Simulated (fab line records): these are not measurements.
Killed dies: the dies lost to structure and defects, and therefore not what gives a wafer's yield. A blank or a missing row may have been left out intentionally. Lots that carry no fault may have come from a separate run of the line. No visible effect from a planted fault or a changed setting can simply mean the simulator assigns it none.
Matching of chambers    flow nand-harc    4 sister chambers for NHARC_P_M2_DESCUM_14 on rie-diel-07
The step chemistry O2, time 3 s. 4 wafers are shown with their chamber, then 7 later ones without.

== WAFERS, EACH WITH ITS CHAMBER ==
wafer   chamber  showerhead-plenum-p-Torr (Torr)
L187.5  0        1.97
L188.4  3        2.00
L192.1  1        1.83
L192.3  2        2.01

== WAFERS WITH NO CHAMBER GIVEN ==
wafer   showerhead-plenum-p-Torr (Torr)
L192.5  1.84
L202.3  2.00
L202.5  1.83
L202.6  2.01
L206.2  2.00
L206.3  1.83
L206.6  2.00

== EACH ONE'S CHAMBER ==
wafer   from the rows above  in truth
L192.5  1                    1
L202.3  3                    3
L202.5  1                    1
L202.6  2                    2
L206.2  3                    3
L206.3  1                    1
L206.6  3                    3
Correctly placed: 7 of 7. From these rows, 0 cannot be placed. Placed wrongly: 0.
How it was worked out, from the rows above alone: a wafer's distance from a chamber is the root of the sum, over the readings, of the square of ((its reading less the chamber's mean) divided by the reading's scatter). If the next closest chamber is less than 2 further off than the closest, the wafer can't be placed; otherwise it belongs to the closest. Each chamber's mean is taken over the wafers shown for it. The scatter: root of mean squared gap, hidden wafer to nearest shown wafer, with one shown wafer a chamber.
